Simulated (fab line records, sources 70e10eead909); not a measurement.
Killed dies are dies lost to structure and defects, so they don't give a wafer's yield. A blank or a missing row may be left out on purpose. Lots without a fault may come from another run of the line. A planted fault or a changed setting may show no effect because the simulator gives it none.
Chamber matching | flow nand_harc | NHARC_A_BONDPAD_STRIP_16 on wet_bench-08: 8 sister chambers
The step strips in post etch residue remover, time 600 s. 8 wafers are shown with their chamber, then 11 later ones without.

WAFERS WITH THEIR CHAMBER
wafer  | chamber | bath_heat_duty_pct (%)
L423.5 | 3       | 16.5
L425.3 | 7       | 14.4
L426.1 | 0       | 14.4
L438.2 | 2       | 12.5
L438.4 | 1       | 13.1
L442.1 | 6       | 9.5
L442.2 | 4       | 11.7
L440.1 | 5       | 14.3

WAFERS WITHOUT THEIR CHAMBER
wafer  | bath_heat_duty_pct (%)
L440.3 | 18.5
L440.5 | 11.1
L441.2 | 15.7
L441.5 | 12.1
L441.6 | 14.4
L443.2 | 14.3
L443.5 | 17.4
L443.6 | 12.2
L444.2 | 11.0
L444.3 | 15.0
L444.6 | 13.8

WHICH CHAMBER EACH WENT THROUGH
wafer  | from the rows above                         | in truth
L440.3 | 3                                           | 3
L440.5 | can't be placed: 4 or 2 or 6 or 1           | 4
L441.2 | can't be placed: 3 or 0 or 7 or 5           | 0
L441.5 | can't be placed: 2 or 4 or 1                | 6
L441.6 | can't be placed: 0 or 7 or 5 or 1           | 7
L443.2 | can't be placed: 5 or 0 or 7 or 1           | 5
L443.5 | 3                                           | 3
L443.6 | can't be placed: 2 or 4 or 1                | 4
L444.2 | can't be placed: 4 or 2 or 6 or 1           | 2
L444.3 | can't be placed: 0 or 7 or 5 or 3 or 1      | 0
L444.6 | can't be placed: 5 or 0 or 7 or 1 or 2 or 4 | 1
Placed correctly: 2 of 11. Can't be placed from these rows: 9 (the true chamber is among the candidates in 8). Placed wrongly: 0.
How it was worked out, from the rows above alone: a wafer's distance from a chamber is the root of the sum, over the readings, of the square of ((its reading less the chamber's mean) divided by the reading's scatter). The wafer belongs to the nearest chamber; if the next one is less than 2 further off, it can't be placed. A chamber's mean is the mean of its shown wafers. The scatter: with one shown wafer a chamber, the root of the mean of the squares of how far each hidden wafer lies from its nearest shown one.
